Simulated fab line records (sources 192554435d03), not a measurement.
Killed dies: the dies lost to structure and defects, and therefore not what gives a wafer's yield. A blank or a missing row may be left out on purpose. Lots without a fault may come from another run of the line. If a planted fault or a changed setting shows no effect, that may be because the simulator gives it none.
Which tool did it?	flow n5_finfet	72 wafers from 24 lots sampled at 6 of the route's 1938 steps

## WHAT THE GAUGES READ, wafer by wafer
No reading from a measuring or inspecting step in the record can be judged against a usual standard deviation.

## TOOL THAT RAN EACH LOT (tool first, then ch and the chambers of the sampled wafers, then the start)
lot	N5_BEOL_M3_TRENCH_ETCH_37	N5_BEOL_M3_DEGAS_44	N5_BEOL_M3_ANNEAL_49	N5_BEOL_M3_ANNEAL_87	N5_BEOL_M3_ANNEAL_91	N5_BEOL_M3_CO_CAP_55
L074	rie_diel-06 ch 0,1,2, day 7 04:01 or earlier	pvd_sputter-03, day 7 04:01	pvd_sputter-03, day 7 04:52	pvd_sputter-03, day 7 05:31	pvd_sputter-03, day 7 05:58	cvd_co-02 ch 0,1,2, day 7 07:58
L075	rie_diel-04 ch 0,2, day 7 14:13 or earlier	pvd_sputter-03, day 7 14:13	pvd_sputter-01, day 7 14:50	pvd_sputter-01, day 7 15:30	pvd_sputter-01, day 7 15:56	cvd_co-01 ch 0,1,2, day 7 22:04
L076	rie_diel-02 ch 0,1,2, day 7 14:40 or earlier	pvd_sputter-03, day 7 14:40	pvd_sputter-01, day 7 16:41	pvd_sputter-01, day 7 17:20	pvd_sputter-01, day 7 17:47	cvd_co-02 ch 0,2, day 8 00:52
L077	rie_diel-06 ch 1,2, day 7 17:26 or earlier	pvd_sputter-02, day 7 17:26	pvd_sputter-02, day 7 18:13	pvd_sputter-02, day 7 18:52	pvd_sputter-02, day 7 19:19	cvd_co-01 ch 0,2, day 8 02:04
L078	rie_diel-02 ch 1,2,3, day 8 05:45 or earlier	pvd_sputter-03, day 8 05:45	pvd_sputter-03, day 8 06:44	pvd_sputter-03, day 8 07:23	pvd_sputter-03, day 8 07:50	cvd_co-02 ch 0,2, day 8 12:59
L079	rie_diel-02 ch 0,2,3, day 8 08:52 or earlier	pvd_sputter-02, day 8 08:52	pvd_sputter-01, day 8 09:35	pvd_sputter-01, day 8 10:15	pvd_sputter-01, day 8 10:41	cvd_co-01 ch 0,1,2, day 8 14:49
L080	rie_diel-06 ch 0,1,3, day 8 23:00 or earlier	pvd_sputter-03, day 8 23:00	pvd_sputter-02, day 9 01:33	pvd_sputter-02, day 9 02:13	pvd_sputter-02, day 9 02:39	cvd_co-01 ch 0,1,2, day 9 04:19
L081	rie_diel-04 ch 2,3, day 9 02:40 or earlier	pvd_sputter-01, day 9 02:40	pvd_sputter-01, day 9 03:22	pvd_sputter-01, day 9 04:02	pvd_sputter-01, day 9 04:28	cvd_co-01 ch 0,1, day 9 05:55
L082	rie_diel-04 ch 0,1, day 9 05:46 or earlier	pvd_sputter-03, day 9 05:46	pvd_sputter-03, day 9 06:32	pvd_sputter-03, day 9 07:11	pvd_sputter-03, day 9 07:38	cvd_co-02 ch 0,1,2, day 9 09:05
L083	rie_diel-02 ch 2,3, day 9 09:34 or earlier	pvd_sputter-03, day 9 09:34	pvd_sputter-03, day 9 10:31	pvd_sputter-03, day 9 11:10	pvd_sputter-03, day 9 11:37	cvd_co-02 ch 0,2, day 9 13:11
L084	rie_diel-04 ch 0,3, day 9 14:38 or earlier	pvd_sputter-03, day 9 14:38	pvd_sputter-01, day 9 15:17	pvd_sputter-01, day 9 15:57	pvd_sputter-01, day 9 16:23	cvd_co-02 ch 0,1,2, day 9 17:52
L085	rie_diel-02 ch 0,1,2, day 9 14:44 or earlier	pvd_sputter-01, day 9 14:44	pvd_sputter-02, day 9 16:04	pvd_sputter-02, day 9 16:43	pvd_sputter-02, day 9 17:10	cvd_co-02 ch 1,2, day 9 18:36
L086	rie_diel-02 ch 2,3, day 10 16:11 or earlier	pvd_sputter-01, day 10 16:11	pvd_sputter-02, day 10 16:59	pvd_sputter-02, day 10 17:39	pvd_sputter-02, day 10 18:05	cvd_co-01 ch 0,1,2, day 10 19:32
L089	rie_diel-02 ch 2,3, day 10 23:58 or earlier	pvd_sputter-03, day 10 23:58	pvd_sputter-01, day 11 00:35	pvd_sputter-01, day 11 01:15	pvd_sputter-01, day 11 01:41	cvd_co-01 ch 0,1,2, day 11 03:08
L087	rie_diel-04 ch 1,2, day 11 00:02 or earlier	pvd_sputter-03, day 11 00:02	pvd_sputter-02, day 11 00:52	pvd_sputter-02, day 11 01:32	pvd_sputter-02, day 11 01:58	cvd_co-02 ch 0,1,2, day 11 03:27
L088	rie_diel-06 ch 0,1,3, day 11 02:44 or earlier	pvd_sputter-02, day 11 02:44	pvd_sputter-03, day 11 03:36	pvd_sputter-03, day 11 12:56	pvd_sputter-03, day 11 13:22	cvd_co-02 ch 0,2, day 11 14:49
L091	rie_diel-02 ch 1,2,3, day 11 13:01 or earlier	pvd_sputter-02, day 11 13:01	pvd_sputter-03, day 11 14:14	pvd_sputter-03, day 11 14:53	pvd_sputter-03, day 11 15:20	cvd_co-02 ch 1,2, day 11 16:47
L090	rie_diel-06 ch 2,3, day 11 16:21 or earlier	pvd_sputter-01, day 11 16:21	pvd_sputter-01, day 11 17:19	pvd_sputter-01, day 11 17:58	pvd_sputter-01, day 11 18:25	cvd_co-01 ch 0,1,2, day 11 19:58
L092	rie_diel-02 ch 0,1,2, day 11 21:25 or earlier	pvd_sputter-01, day 11 21:25	pvd_sputter-01, day 11 23:51	pvd_sputter-01, day 12 00:31	pvd_sputter-01, day 12 00:57	cvd_co-01 ch 0,1,2, day 12 02:24
L093	rie_diel-06 ch 2,3, day 12 05:27 or earlier	pvd_sputter-03, day 12 05:27	pvd_sputter-03, day 12 06:08	pvd_sputter-03, day 12 06:47	pvd_sputter-03, day 12 07:14	cvd_co-02 ch 0,1,2, day 12 08:41
L094	rie_diel-02 ch 1,3, day 13 03:07 or earlier	pvd_sputter-03, day 13 03:07	pvd_sputter-01, day 13 03:58	pvd_sputter-01, day 13 04:37	pvd_sputter-01, day 13 05:04	cvd_co-02 ch 1,2, day 13 06:31
L096	rie_diel-02 ch 1,2, day 13 11:19 or earlier	pvd_sputter-01, day 13 11:19	pvd_sputter-03, day 13 12:08	pvd_sputter-03, day 13 12:48	pvd_sputter-03, day 13 13:14	cvd_co-02 ch 0,1,2, day 13 14:52
L097	rie_diel-02 ch 0,1, day 13 19:14 or earlier	pvd_sputter-03, day 13 19:14	pvd_sputter-02, day 13 20:11	pvd_sputter-02, day 13 20:50	pvd_sputter-02, day 13 21:17	cvd_co-01 ch 0,2, day 13 22:44
L095	rie_diel-02 ch 2,3, day 14 07:22 or earlier	pvd_sputter-02, day 14 07:22	pvd_sputter-03, day 14 09:52	pvd_sputter-03, day 14 10:31	pvd_sputter-03, day 14 10:58	cvd_co-02 ch 0,2, day 14 12:24
- N5_BEOL_M3_TRENCH_ETCH_37: etches SiOC in C4F6/O2, target depth 55.555 nm, time 29.2 s.
- N5_BEOL_M3_DEGAS_44: time 60 s.
- N5_BEOL_M3_ANNEAL_49: time 240 s.
- N5_BEOL_M3_ANNEAL_87: time 240 s.
- N5_BEOL_M3_ANNEAL_91: time 240 s.
- N5_BEOL_M3_CO_CAP_55: material Co, precursor CCTBA/H2, target thk 2 nm, time 102.1 s.

## WHAT THE TOOLS THEMSELVES READ (means of the sampled wafers that have a number; where no wafer has one, the mark that the record gives instead)
N5_BEOL_M3_TRENCH_ETCH_37.
lot	tool	C4F6_flow_sccm (sccm)	drypump_motor_current_A (A)	oes_product_au (a.u.)	rf_vpp_V (V)	showerhead_plenum_p_Torr (Torr)	throttle_valve_pct (%)
L074	rie_diel-06	9.992	5.4	0.74	662	2.87	20.93
L075	rie_diel-04	10.023	5.0	0.85	681	2.81	20.93
L076	rie_diel-02	10.010	5.8	0.82	664	2.86	20.85
L077	rie_diel-06	9.984	5.7	0.76	667	2.87	21.06
L078	rie_diel-02	9.995	5.7	0.83	667	2.91	20.78
L079	rie_diel-02	10.013	5.5	0.81	668	2.91	20.89
L080	rie_diel-06	10.004	5.6	0.79	659	2.86	20.83
L081	rie_diel-04	9.993	5.1	0.85	679	2.82	20.97
L082	rie_diel-04	10.008	5.4	0.78	660	2.90	20.83
L083	rie_diel-02	10.008	5.9	0.88	671	2.95	20.86
L084	rie_diel-04	10.007	5.2	0.82	654	2.89	20.87
L085	rie_diel-02	9.985	5.8	0.81	664	2.86	20.88
L086	rie_diel-02	9.998	5.4	0.80	671	2.95	20.84
L089	rie_diel-02	10.014	5.9	0.85	672	2.94	20.88
L087	rie_diel-04	10.057	5.7	0.77	675	2.89	20.90
L088	rie_diel-06	10.002	5.6	0.77	658	2.85	20.85
L091	rie_diel-02	9.968	5.7	0.80	666	2.90	20.82
L090	rie_diel-06	10.002	6.1	0.84	664	2.81	20.87
L092	rie_diel-02	10.012	5.8	0.78	664	2.85	20.90
L093	rie_diel-06	9.991	6.1	0.83	664	2.81	20.89
L094	rie_diel-02	9.992	5.2	0.73	667	2.91	20.79
L096	rie_diel-02	10.014	6.2	0.84	666	2.88	20.88
L097	rie_diel-02	10.000	5.6	0.73	658	2.80	20.84
L095	rie_diel-02	10.011	5.9	0.82	672	2.93	20.92

N5_BEOL_M3_DEGAS_44.
lot	tool	heater_power_w (W)	susceptor_temp_C (C)
L074	pvd_sputter-03	362	250.00
L075	pvd_sputter-03	352	250.00
L076	pvd_sputter-03	332	250.17
L077	pvd_sputter-02	314	250.00
L078	pvd_sputter-03	364	249.93
L079	pvd_sputter-02	332	250.12
L080	pvd_sputter-03	325	249.98
L081	pvd_sputter-01	323	249.86
L082	pvd_sputter-03	364	250.09
L083	pvd_sputter-03	367	249.92
L084	pvd_sputter-03	401	249.86
L085	pvd_sputter-01	322	250.05
L086	pvd_sputter-01	328	250.12
L089	pvd_sputter-03	358	249.94
L087	pvd_sputter-03	377	250.01
L088	pvd_sputter-02	347	249.81
L091	pvd_sputter-02	319	250.01
L090	pvd_sputter-01	321	249.99
L092	pvd_sputter-01	320	249.97
L093	pvd_sputter-03	353	250.02
L094	pvd_sputter-03	334	249.92
L096	pvd_sputter-01	322	249.86
L097	pvd_sputter-03	371	250.11
L095	pvd_sputter-02	332	250.04

N5_BEOL_M3_ANNEAL_49.
lot	tool	heater_power_w (W)	susceptor_temp_C (C)
L074	pvd_sputter-03	907	400.08
L075	pvd_sputter-01	799	400.01
L076	pvd_sputter-01	806	399.72
L077	pvd_sputter-02	791	400.05
L078	pvd_sputter-03	893	400.19
L079	pvd_sputter-01	789	400.10
L080	pvd_sputter-02	782	400.12
L081	pvd_sputter-01	798	399.94
L082	pvd_sputter-03	906	399.74
L083	pvd_sputter-03	970	399.82
L084	pvd_sputter-01	813	399.96
L085	pvd_sputter-02	824	400.01
L086	pvd_sputter-02	829	399.91
L089	pvd_sputter-01	808	400.32
L087	pvd_sputter-02	786	400.03
L088	pvd_sputter-03	934	400.06
L091	pvd_sputter-03	942	399.90
L090	pvd_sputter-01	800	400.07
L092	pvd_sputter-01	789	399.74
L093	pvd_sputter-03	980	399.90
L094	pvd_sputter-01	789	400.19
L096	pvd_sputter-03	940	400.27
L097	pvd_sputter-02	875	400.05
L095	pvd_sputter-03	868	400.10

N5_BEOL_M3_ANNEAL_87.
lot	tool	heater_power_w (W)	susceptor_temp_C (C)
L074	pvd_sputter-03	910	399.91
L075	pvd_sputter-01	788	399.99
L076	pvd_sputter-01	798	399.87
L077	pvd_sputter-02	800	400.06
L078	pvd_sputter-03	888	399.72
L079	pvd_sputter-01	787	399.74
L080	pvd_sputter-02	787	400.05
L081	pvd_sputter-01	793	400.01
L082	pvd_sputter-03	905	400.04
L083	pvd_sputter-03	971	399.64
L084	pvd_sputter-01	801	400.02
L085	pvd_sputter-02	824	399.97
L086	pvd_sputter-02	841	399.98
L089	pvd_sputter-01	798	399.93
L087	pvd_sputter-02	798	399.99
L088	pvd_sputter-03	929	400.03
L091	pvd_sputter-03	938	400.21
L090	pvd_sputter-01	825	399.79
L092	pvd_sputter-01	800	400.05
L093	pvd_sputter-03	975	399.77
L094	pvd_sputter-01	780	400.07
L096	pvd_sputter-03	949	400.02
L097	pvd_sputter-02	872	399.83
L095	pvd_sputter-03	868	400.17

N5_BEOL_M3_ANNEAL_91.
lot	tool	heater_power_w (W)	susceptor_temp_C (C)
L074	pvd_sputter-03	905	400.03
L075	pvd_sputter-01	783	400.08
L076	pvd_sputter-01	794	399.95
L077	pvd_sputter-02	788	400.00
L078	pvd_sputter-03	889	400.13
L079	pvd_sputter-01	796	399.95
L080	pvd_sputter-02	800	399.82
L081	pvd_sputter-01	808	399.97
L082	pvd_sputter-03	896	400.21
L083	pvd_sputter-03	971	399.99
L084	pvd_sputter-01	787	400.04
L085	pvd_sputter-02	832	400.08
L086	pvd_sputter-02	831	399.91
L089	pvd_sputter-01	802	400.15
L087	pvd_sputter-02	800	400.09
L088	pvd_sputter-03	943	399.83
L091	pvd_sputter-03	930	399.93
L090	pvd_sputter-01	815	400.12
L092	pvd_sputter-01	793	399.80
L093	pvd_sputter-03	986	400.13
L094	pvd_sputter-01	799	400.10
L096	pvd_sputter-03	943	399.93
L097	pvd_sputter-02	877	399.88
L095	pvd_sputter-03	851	400.13

N5_BEOL_M3_CO_CAP_55.
lot	tool	heater_power_w (W)	susceptor_temp_C (C)
L074	cvd_co-02	232	200.11
L075	cvd_co-01	229	200.12
L076	cvd_co-02	232	200.02
L077	cvd_co-01	234	199.90
L078	cvd_co-02	229	199.96
L079	cvd_co-01	233	199.95
L080	cvd_co-01	230	200.02
L081	cvd_co-01	233	199.89
L082	cvd_co-02	231	200.07
L083	cvd_co-02	234	200.06
L084	cvd_co-02	231	200.03
L085	cvd_co-02	228	199.95
L086	cvd_co-01	234	199.92
L089	cvd_co-01	230	200.02
L087	cvd_co-02	231	200.10
L088	cvd_co-02	233	200.10
L091	cvd_co-02	227	199.95
L090	cvd_co-01	232	200.07
L092	cvd_co-01	232	199.94
L093	cvd_co-02	232	200.04
L094	cvd_co-02	224	199.73
L096	cvd_co-02	232	200.11
L097	cvd_co-01	233	200.12
L095	cvd_co-02	233	199.92

## THE ANSWER, worked out from the rows above alone
Rule: the usual values come from the lots themselves. Put in order of their means at a reading, lots are off if they are a third of the lots or fewer, leave a main group of 4 or more, and stand apart from it by a gap of 3 or more times the standard deviation of the main group's means; of several such gaps the widest counts. A main group whose means are all the same, to the digits that the tables above print for the reading, isn't used. Also off: a lot with no number at a reading for which 4 or more lots have one. Where the step has rows for the other lots, those lots are counted as sound. The gauges are gone through in route order, then the tools' own readings, and for those a lot's mean is taken as printed above. The first step at which some lot is off is used, and at that step the reading that is off furthest; a lot without a number counts as furthest.
Across all readings shown, no lot is off: no conclusion can be drawn from this.

## WHAT THE SIMULATOR PUT IN
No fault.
